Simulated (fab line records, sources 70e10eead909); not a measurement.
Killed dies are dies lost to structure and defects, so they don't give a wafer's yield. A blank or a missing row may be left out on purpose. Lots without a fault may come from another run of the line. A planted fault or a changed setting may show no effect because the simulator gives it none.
Chamber matching | flow nand_harc | NHARC_A_CHANNEL_HOLE_D2_ETCH_44 on rie_diel-12: 4 sister chambers
The step etches the open film in CF4/O2, target depth 140 nm, overetch 14 nm, time 77 s. 4 wafers are shown with their chamber, then 8 later ones without.

WAFERS WITH THEIR CHAMBER
wafer  | chamber | showerhead_plenum_p_Torr (Torr)
L078.6 | 2       | 1.25
L085.1 | 3       | 1.41
L085.3 | 0       | 1.41
L090.1 | 1       | 1.37

WAFERS WITHOUT THEIR CHAMBER
wafer  | showerhead_plenum_p_Torr (Torr)
L090.4 | 1.41
L090.5 | 1.36
L094.1 | 1.36
L094.2 | 1.25
L094.5 | 1.41
L096.1 | 1.41
L096.2 | 1.36
L096.6 | 1.40

WHICH CHAMBER EACH WENT THROUGH
wafer  | from the rows above     | in truth
L090.4 | can't be placed: 0 or 3 | 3
L090.5 | 1                       | 1
L094.1 | 1                       | 1
L094.2 | 2                       | 2
L094.5 | can't be placed: 0 or 3 | 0
L096.1 | can't be placed: 0 or 3 | 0
L096.2 | 1                       | 1
L096.6 | can't be placed: 0 or 3 | 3
Placed correctly: 4 of 8. Can't be placed from these rows: 4 (the true chamber is among the candidates in 4). Placed wrongly: 0.
How it was worked out, from the rows above alone: a wafer's distance from a chamber is the root of the sum, over the readings, of the square of ((its reading less the chamber's mean) divided by the reading's scatter). The wafer belongs to the nearest chamber; if the next one is less than 2 further off, it can't be placed. A chamber's mean is the mean of its shown wafers. The scatter: with one shown wafer a chamber, the root of the mean of the squares of how far each hidden wafer lies from its nearest shown one.
